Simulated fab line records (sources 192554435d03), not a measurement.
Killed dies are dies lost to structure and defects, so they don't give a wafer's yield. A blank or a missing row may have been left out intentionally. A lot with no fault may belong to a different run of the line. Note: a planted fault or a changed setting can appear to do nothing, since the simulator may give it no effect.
Which tool did it? / flow n5-finfet / 10 lots with 30 wafers sampled at 5 steps, on a route of 1938 steps

## WHAT THE GAUGES SHOWED, per wafer
The record lacks any reading of a measuring or inspecting step that a usual standard deviation could be used to judge.

## WHICH TOOL RAN EACH LOT (tool, then ch and the chambers of the sampled wafers, then the start)
lot=L917; N5_BEOL_M15_TRENCH_ETCH_34=rie-diel-05 ch 1,2, day 12 16:14; N5_BEOL_M15_STRIP_36=rie-diel-05 ch 1,2, day 12 17:19; N5_BEOL_M15_SPUTTER_43=pvd-sputter-02, day 12 18:04; N5_BEOL_M15_SPUTTER_45=pvd-sputter-02, day 12 18:13; N5_BEOL_M15_CMP_49=cmp-01 ch 0,1, day 12 19:02
lot=L919; N5_BEOL_M15_TRENCH_ETCH_34=rie-diel-05 ch 1,2,3, day 13 07:11; N5_BEOL_M15_STRIP_36=rie-diel-05 ch 0,1,3, day 13 11:13; N5_BEOL_M15_SPUTTER_43=pvd-sputter-02, day 13 12:05; N5_BEOL_M15_SPUTTER_45=pvd-sputter-02, day 13 12:15; N5_BEOL_M15_CMP_49=cmp-01 ch 1,2,3, day 13 12:59
lot=L920; N5_BEOL_M15_TRENCH_ETCH_34=rie-diel-04 ch 0,1,3, day 13 12:07; N5_BEOL_M15_STRIP_36=rie-diel-02 ch 0,2, day 13 18:23; N5_BEOL_M15_SPUTTER_43=pvd-sputter-03, day 13 19:08; N5_BEOL_M15_SPUTTER_45=pvd-sputter-03, day 13 19:17; N5_BEOL_M15_CMP_49=cmp-02 ch 0,1,3, day 13 20:01
lot=L926; N5_BEOL_M15_TRENCH_ETCH_34=rie-diel-04 ch 0,2, day 15 02:21; N5_BEOL_M15_STRIP_36=rie-diel-04 ch 0,1, day 15 04:02; N5_BEOL_M15_SPUTTER_43=pvd-sputter-03, day 15 04:56; N5_BEOL_M15_SPUTTER_45=pvd-sputter-03, day 15 05:05; N5_BEOL_M15_CMP_49=cmp-01 ch 1,3, day 15 05:47
lot=L927; N5_BEOL_M15_TRENCH_ETCH_34=rie-diel-04 ch 0,1,3, day 15 12:50; N5_BEOL_M15_STRIP_36=rie-diel-04 ch 0,1,2, day 15 14:12; N5_BEOL_M15_SPUTTER_43=pvd-sputter-03, day 15 14:53; N5_BEOL_M15_SPUTTER_45=pvd-sputter-03, day 15 15:03; N5_BEOL_M15_CMP_49=cmp-02 ch 1,2,3, day 15 16:01
lot=L928; N5_BEOL_M15_TRENCH_ETCH_34=rie-diel-02 ch 0,1,3, day 15 18:50; N5_BEOL_M15_STRIP_36=rie-diel-05 ch 0,1,2, day 15 19:16; N5_BEOL_M15_SPUTTER_43=pvd-sputter-02, day 15 19:49; N5_BEOL_M15_SPUTTER_45=pvd-sputter-02, day 15 20:21; N5_BEOL_M15_CMP_49=cmp-03 ch 1,2, day 15 21:17
lot=L934; N5_BEOL_M15_TRENCH_ETCH_34=rie-diel-04 ch 1,2,3, day 16 07:27; N5_BEOL_M15_STRIP_36=rie-diel-04 ch 2,3, day 16 08:01; N5_BEOL_M15_SPUTTER_43=pvd-sputter-01, day 16 10:50; N5_BEOL_M15_SPUTTER_45=pvd-sputter-01, day 16 11:23; N5_BEOL_M15_CMP_49=cmp-01 ch 0,1,3, day 16 12:07
lot=L937; N5_BEOL_M15_TRENCH_ETCH_34=rie-diel-04 ch 0,1,2, day 17 11:11; N5_BEOL_M15_STRIP_36=rie-diel-04 ch 0,1, day 17 15:05; N5_BEOL_M15_SPUTTER_43=pvd-sputter-01, day 17 16:31; N5_BEOL_M15_SPUTTER_45=pvd-sputter-01, day 17 16:41; N5_BEOL_M15_CMP_49=cmp-03 ch 1,2,3, day 17 17:27
lot=L938; N5_BEOL_M15_TRENCH_ETCH_34=rie-diel-05 ch 1,2,3, day 18 04:58; N5_BEOL_M15_STRIP_36=rie-diel-05 ch 1,2,3, day 18 06:47; N5_BEOL_M15_SPUTTER_43=pvd-sputter-03, day 18 07:35; N5_BEOL_M15_SPUTTER_45=pvd-sputter-03, day 18 07:44; N5_BEOL_M15_CMP_49=cmp-03 ch 0,1,3, day 18 10:41
lot=L939; N5_BEOL_M15_TRENCH_ETCH_34=rie-diel-05 ch 0,1, day 18 13:52; N5_BEOL_M15_STRIP_36=rie-diel-02 ch 0,1,2, day 18 14:07; N5_BEOL_M15_SPUTTER_43=pvd-sputter-01, day 18 14:32; N5_BEOL_M15_SPUTTER_45=pvd-sputter-01, day 18 14:42; N5_BEOL_M15_CMP_49=cmp-01 ch 1,3, day 18 15:30
- N5_BEOL_M15_TRENCH_ETCH_34: etches SiO2 in C4F8/O2/Ar, target depth 872.93 nm, time 199 s.
- N5_BEOL_M15_STRIP_36: strips in O2.
- N5_BEOL_M15_SPUTTER_43: material TaN, target thk 15 nm, time 24.19 s.
- N5_BEOL_M15_SPUTTER_45: material Cu, target thk 100 nm, time 16.67 s.
- N5_BEOL_M15_CMP_49: polishes, stops on SiO2, t overpolish 4.9 s, target thk 850 nm.

## AS READ BY THE TOOLS THEMSELVES (means over the sampled wafers that have a number; for cases with no such wafer, the mark the record gives instead)
N5_BEOL_M15_TRENCH_ETCH_34.
lot=L917; tool=rie-diel-05; drypump-motor-current-A (A)=6.0; oes-product-au (a.u.)=0.72; rf-vpp-V (V)=2210; showerhead-plenum-p-Torr (Torr)=3.37; throttle-valve-pct (%)=31.11
lot=L919; tool=rie-diel-05; drypump-motor-current-A (A)=5.9; oes-product-au (a.u.)=0.75; rf-vpp-V (V)=2214; showerhead-plenum-p-Torr (Torr)=3.44; throttle-valve-pct (%)=31.03
lot=L920; tool=rie-diel-04; drypump-motor-current-A (A)=5.4; oes-product-au (a.u.)=0.86; rf-vpp-V (V)=2217; showerhead-plenum-p-Torr (Torr)=3.45; throttle-valve-pct (%)=31.00
lot=L926; tool=rie-diel-04; drypump-motor-current-A (A)=5.7; oes-product-au (a.u.)=0.81; rf-vpp-V (V)=2269; showerhead-plenum-p-Torr (Torr)=3.61; throttle-valve-pct (%)=31.06
lot=L927; tool=rie-diel-04; drypump-motor-current-A (A)=5.4; oes-product-au (a.u.)=0.84; rf-vpp-V (V)=2217; showerhead-plenum-p-Torr (Torr)=3.44; throttle-valve-pct (%)=31.01
lot=L928; tool=rie-diel-02; drypump-motor-current-A (A)=5.5; oes-product-au (a.u.)=0.80; rf-vpp-V (V)=2240; showerhead-plenum-p-Torr (Torr)=3.37; throttle-valve-pct (%)=31.17
lot=L934; tool=rie-diel-04; drypump-motor-current-A (A)=5.9; oes-product-au (a.u.)=0.82; rf-vpp-V (V)=2230; showerhead-plenum-p-Torr (Torr)=3.43; throttle-valve-pct (%)=31.19
lot=L937; tool=rie-diel-04; drypump-motor-current-A (A)=5.4; oes-product-au (a.u.)=0.83; rf-vpp-V (V)=2244; showerhead-plenum-p-Torr (Torr)=3.53; throttle-valve-pct (%)=30.95
lot=L938; tool=rie-diel-05; drypump-motor-current-A (A)=5.9; oes-product-au (a.u.)=0.83; rf-vpp-V (V)=2212; showerhead-plenum-p-Torr (Torr)=3.42; throttle-valve-pct (%)=30.94
lot=L939; tool=rie-diel-05; drypump-motor-current-A (A)=6.0; oes-product-au (a.u.)=0.93; rf-vpp-V (V)=2249; showerhead-plenum-p-Torr (Torr)=3.45; throttle-valve-pct (%)=30.79

N5_BEOL_M15_STRIP_36.
lot=L917; tool=rie-diel-05; drypump-motor-current-A (A)=5.8; oes-product-au (a.u.)=0.75; rf-vpp-V (V)=4.9; showerhead-plenum-p-Torr (Torr)=2.04; throttle-valve-pct (%)=16.84
lot=L919; tool=rie-diel-05; drypump-motor-current-A (A)=5.9; oes-product-au (a.u.)=0.84; rf-vpp-V (V)=3.9; showerhead-plenum-p-Torr (Torr)=2.17; throttle-valve-pct (%)=16.66
lot=L920; tool=rie-diel-02; drypump-motor-current-A (A)=5.8; oes-product-au (a.u.)=0.72; rf-vpp-V (V)=3.1; showerhead-plenum-p-Torr (Torr)=2.12; throttle-valve-pct (%)=16.92
lot=L926; tool=rie-diel-04; drypump-motor-current-A (A)=5.1; oes-product-au (a.u.)=0.92; rf-vpp-V (V)=4.0; showerhead-plenum-p-Torr (Torr)=2.10; throttle-valve-pct (%)=16.47
lot=L927; tool=rie-diel-04; drypump-motor-current-A (A)=5.4; oes-product-au (a.u.)=0.85; rf-vpp-V (V)=3.8; showerhead-plenum-p-Torr (Torr)=2.15; throttle-valve-pct (%)=16.60
lot=L928; tool=rie-diel-05; drypump-motor-current-A (A)=5.7; oes-product-au (a.u.)=0.79; rf-vpp-V (V)=3.6; showerhead-plenum-p-Torr (Torr)=2.10; throttle-valve-pct (%)=16.77
lot=L934; tool=rie-diel-04; drypump-motor-current-A (A)=6.2; oes-product-au (a.u.)=0.78; rf-vpp-V (V)=4.2; showerhead-plenum-p-Torr (Torr)=2.13; throttle-valve-pct (%)=16.95
lot=L937; tool=rie-diel-04; drypump-motor-current-A (A)=5.0; oes-product-au (a.u.)=0.89; rf-vpp-V (V)=3.2; showerhead-plenum-p-Torr (Torr)=2.09; throttle-valve-pct (%)=16.50
lot=L938; tool=rie-diel-05; drypump-motor-current-A (A)=5.9; oes-product-au (a.u.)=0.84; rf-vpp-V (V)=4.1; showerhead-plenum-p-Torr (Torr)=2.09; throttle-valve-pct (%)=16.68
lot=L939; tool=rie-diel-02; drypump-motor-current-A (A)=5.6; oes-product-au (a.u.)=0.85; rf-vpp-V (V)=4.0; showerhead-plenum-p-Torr (Torr)=2.10; throttle-valve-pct (%)=16.69

N5_BEOL_M15_SPUTTER_43.
lot=L917; tool=pvd-sputter-02; throttle-valve-pct (%)=29.9
lot=L919; tool=pvd-sputter-02; throttle-valve-pct (%)=30.2
lot=L920; tool=pvd-sputter-03; throttle-valve-pct (%)=29.8
lot=L926; tool=pvd-sputter-03; throttle-valve-pct (%)=30.8
lot=L927; tool=pvd-sputter-03; throttle-valve-pct (%)=29.6
lot=L928; tool=pvd-sputter-02; throttle-valve-pct (%)=29.8
lot=L934; tool=pvd-sputter-01; throttle-valve-pct (%)=30.4
lot=L937; tool=pvd-sputter-01; throttle-valve-pct (%)=30.1
lot=L938; tool=pvd-sputter-03; throttle-valve-pct (%)=29.7
lot=L939; tool=pvd-sputter-01; throttle-valve-pct (%)=29.9

N5_BEOL_M15_SPUTTER_45.
lot=L917; tool=pvd-sputter-02; throttle-valve-pct (%)=30.0
lot=L919; tool=pvd-sputter-02; throttle-valve-pct (%)=30.3
lot=L920; tool=pvd-sputter-03; throttle-valve-pct (%)=29.8
lot=L926; tool=pvd-sputter-03; throttle-valve-pct (%)=30.8
lot=L927; tool=pvd-sputter-03; throttle-valve-pct (%)=29.5
lot=L928; tool=pvd-sputter-02; throttle-valve-pct (%)=29.7
lot=L934; tool=pvd-sputter-01; throttle-valve-pct (%)=30.3
lot=L937; tool=pvd-sputter-01; throttle-valve-pct (%)=30.2
lot=L938; tool=pvd-sputter-03; throttle-valve-pct (%)=29.8
lot=L939; tool=pvd-sputter-01; throttle-valve-pct (%)=29.9

N5_BEOL_M15_CMP_49.
lot=L917; tool=cmp-01; barrier-field-endpoint-s (s)=11.14; clearing-platen-rpm (rpm)=80.03; motor-current-A (A)=7.1; overpolish-run-s (s)=4.902; pad-life-wafers=1854
lot=L919; tool=cmp-01; barrier-field-endpoint-s (s)=11.06; clearing-platen-rpm (rpm)=80.00; motor-current-A (A)=8.0; overpolish-run-s (s)=4.907; pad-life-wafers=2024
lot=L920; tool=cmp-02; barrier-field-endpoint-s (s)=10.89; clearing-platen-rpm (rpm)=79.95; motor-current-A (A)=8.8; overpolish-run-s (s)=4.896; pad-life-wafers=830
lot=L926; tool=cmp-01; barrier-field-endpoint-s (s)=11.19; clearing-platen-rpm (rpm)=80.04; motor-current-A (A)=7.8; overpolish-run-s (s)=4.900; pad-life-wafers=290
lot=L927; tool=cmp-02; barrier-field-endpoint-s (s)=11.22; clearing-platen-rpm (rpm)=80.00; motor-current-A (A)=8.2; overpolish-run-s (s)=4.901; pad-life-wafers=1304
lot=L928; tool=cmp-03; barrier-field-endpoint-s (s)=16.47; clearing-platen-rpm (rpm)=79.97; motor-current-A (A)=7.6; overpolish-run-s (s)=4.902; pad-life-wafers=1645
lot=L934; tool=cmp-01; barrier-field-endpoint-s (s)=16.97; clearing-platen-rpm (rpm)=80.00; motor-current-A (A)=7.3; overpolish-run-s (s)=4.904; pad-life-wafers=504
lot=L937; tool=cmp-03; barrier-field-endpoint-s (s)=11.14; clearing-platen-rpm (rpm)=79.99; motor-current-A (A)=8.1; overpolish-run-s (s)=4.915; pad-life-wafers=1983
lot=L938; tool=cmp-03; barrier-field-endpoint-s (s)=11.06; clearing-platen-rpm (rpm)=80.00; motor-current-A (A)=8.4; overpolish-run-s (s)=4.901; pad-life-wafers=85
lot=L939; tool=cmp-01; barrier-field-endpoint-s (s)=11.30; clearing-platen-rpm (rpm)=79.94; motor-current-A (A)=7.5; overpolish-run-s (s)=4.904; pad-life-wafers=890

## THE ANSWER, worked out from the rows above alone
Rule: what is usual is taken from the lots themselves. The widest of any qualifying gaps counts: lots, ordered by their means at a reading, are off when they make up no more than a third of the lots, leave a main group of 4 or more, and stand apart from it by 3 or more times the standard deviation of that group's means. If all means in a main group match to the digits the tables above print for the reading, that group is not used. A lot without any number at a reading at which 4 lots or more have one is off too. Where the step has rows for the other lots, those lots are counted as sound. Order of review: gauges by route order, followed by the tools' own readings, for which a lot's mean as printed above is used. At the first step where some lot is off, the reading lying furthest off is the one used; lots without a number count as furthest.
Off: L928, L934, at N5_BEOL_M15_CMP_49 (barrier-field-endpoint-s). The main group has a mean of 11.12 s with a standard deviation of 0.12.
A tool fits if, at that step or a process step before it, it ran every lot that is off, and no sound lot after the first of them. Of those tried, none fits.

## WHAT THE SIMULATOR PUT IN
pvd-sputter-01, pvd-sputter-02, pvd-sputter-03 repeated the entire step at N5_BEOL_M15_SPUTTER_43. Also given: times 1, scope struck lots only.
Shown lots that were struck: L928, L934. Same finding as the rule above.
